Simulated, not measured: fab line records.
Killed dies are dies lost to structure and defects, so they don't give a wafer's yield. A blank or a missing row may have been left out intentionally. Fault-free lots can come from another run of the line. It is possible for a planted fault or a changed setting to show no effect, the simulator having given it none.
Chamber matching	flow nand harc	4 sister chambers for NHARC_A_CONTACT_ALD_18 on ald metal-04
The step deposits TiN, target thk 3 nm, pulse time 1 s, ald cycles 150. 4 wafers are shown with their chamber, then 9 later ones without.

WAFERS WITH THEIR CHAMBER
wafer	chamber	heater power outer w (W)
L081.3	1	632
L081.6	3	788
L083.2	2	537
L083.4	0	709

WAFERS MISSING THEIR CHAMBER
wafer	heater power outer w (W)
L091.1	567
L091.3	626
L091.5	697
L093.3	639
L093.4	720
L093.5	833
L096.2	653
L096.3	689
L096.5	841

WHICH CHAMBER EACH WENT THROUGH
wafer	from the rows above	in truth
L091.1	can't be placed: 2 or 1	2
L091.3	1	1
L091.5	can't be placed: 0 or 1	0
L093.3	1	1
L093.4	0	0
L093.5	3	3
L096.2	can't be placed: 1 or 0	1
L096.3	can't be placed: 0 or 1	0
L096.5	3	3
5 of 9 placed correctly. Not placeable from these rows: 4 (in 4, the candidates include the true chamber). Number placed wrongly: 0.
How it was worked out, from the rows above alone: a wafer's distance from a chamber is the root of the sum, over the readings, of the square of ((its reading less the chamber's mean) divided by the reading's scatter). The wafer belongs to the nearest chamber; if the next one is less than 2 further off, it can't be placed. The mean given for a chamber averages the wafers shown for that chamber. The scatter: root of mean squared gap, hidden wafer to nearest shown wafer, with one shown wafer a chamber.
